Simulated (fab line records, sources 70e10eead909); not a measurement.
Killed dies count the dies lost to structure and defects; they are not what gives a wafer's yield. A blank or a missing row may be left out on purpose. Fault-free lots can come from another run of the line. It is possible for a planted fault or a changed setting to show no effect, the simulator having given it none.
Matching of chambers || flow nand_harc || NHARC_A_STAIRCASE_ALD_420 on ald_hk-02 has 4 sister chambers
The step deposits SiO2, target thk 20 nm, pulse time 6 s, ald cycles 200. 8 wafers are shown with their chamber, then 10 later ones without.

## WAFERS PAIRED WITH THEIR CHAMBERS
{"wafer": "L082.4", "chamber": 0, "heater_power_w (W)": 426, "precursor_pulse_height_rel": 0.959}
{"wafer": "L081.1", "chamber": 1, "heater_power_w (W)": 455, "precursor_pulse_height_rel": 1.031}
{"wafer": "L081.3", "chamber": 0, "heater_power_w (W)": 430, "precursor_pulse_height_rel": 0.952}
{"wafer": "L084.2", "chamber": 3, "heater_power_w (W)": 540, "precursor_pulse_height_rel": 1.010}
{"wafer": "L084.3", "chamber": 2, "heater_power_w (W)": 530, "precursor_pulse_height_rel": 0.970}
{"wafer": "L084.5", "chamber": 2, "heater_power_w (W)": 536, "precursor_pulse_height_rel": 0.965}
{"wafer": "L085.2", "chamber": 1, "heater_power_w (W)": 471, "precursor_pulse_height_rel": 0.963}
{"wafer": "L085.3", "chamber": 3, "heater_power_w (W)": 529, "precursor_pulse_height_rel": 0.977}

## WAFERS WITHOUT THEIR CHAMBER
{"wafer": "L085.5", "heater_power_w (W)": 473, "precursor_pulse_height_rel": 1.007}
{"wafer": "L089.2", "heater_power_w (W)": 471, "precursor_pulse_height_rel": 1.004}
{"wafer": "L089.5", "heater_power_w (W)": 455, "precursor_pulse_height_rel": 0.978}
{"wafer": "L089.6", "heater_power_w (W)": 534, "precursor_pulse_height_rel": 0.974}
{"wafer": "L092.2", "heater_power_w (W)": 473, "precursor_pulse_height_rel": 1.010}
{"wafer": "L092.4", "heater_power_w (W)": 429, "precursor_pulse_height_rel": 0.977}
{"wafer": "L092.6", "heater_power_w (W)": 462, "precursor_pulse_height_rel": 1.040}
{"wafer": "L095.1", "heater_power_w (W)": 535, "precursor_pulse_height_rel": 1.009}
{"wafer": "L095.3", "heater_power_w (W)": 460, "precursor_pulse_height_rel": 0.958}
{"wafer": "L095.6", "heater_power_w (W)": 543, "precursor_pulse_height_rel": 1.000}

## THE CHAMBER EACH PASSED THROUGH
{"wafer": "L085.5", "from the rows above": 1, "in truth": 1}
{"wafer": "L089.2", "from the rows above": 1, "in truth": 1}
{"wafer": "L089.5", "from the rows above": 1, "in truth": 1}
{"wafer": "L089.6", "from the rows above": "can't be placed: 2 or 3", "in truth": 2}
{"wafer": "L092.2", "from the rows above": 1, "in truth": 1}
{"wafer": "L092.4", "from the rows above": 0, "in truth": 0}
{"wafer": "L092.6", "from the rows above": 1, "in truth": 1}
{"wafer": "L095.1", "from the rows above": "can't be placed: 3 or 2", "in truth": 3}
{"wafer": "L095.3", "from the rows above": 1, "in truth": 1}
{"wafer": "L095.6", "from the rows above": "can't be placed: 3 or 2", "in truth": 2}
Placed correctly: 7 of 10. Unplaceable from these rows: 3, with the true chamber sitting among the candidates in 3. Wrongly placed: 0.
How it was worked out, from the rows above alone: a wafer's distance from a chamber is the root of the sum, over the readings, of the square of ((its reading less the chamber's mean) divided by the reading's scatter). If the next closest chamber is less than 2 further off than the closest, the wafer can't be placed; otherwise it belongs to the closest. The mean given for a chamber averages the wafers shown for that chamber. The scatter: take each reading less its chamber's mean, square it, sum over the shown wafers, divide by the number of wafers less the number of chambers, and take the root.
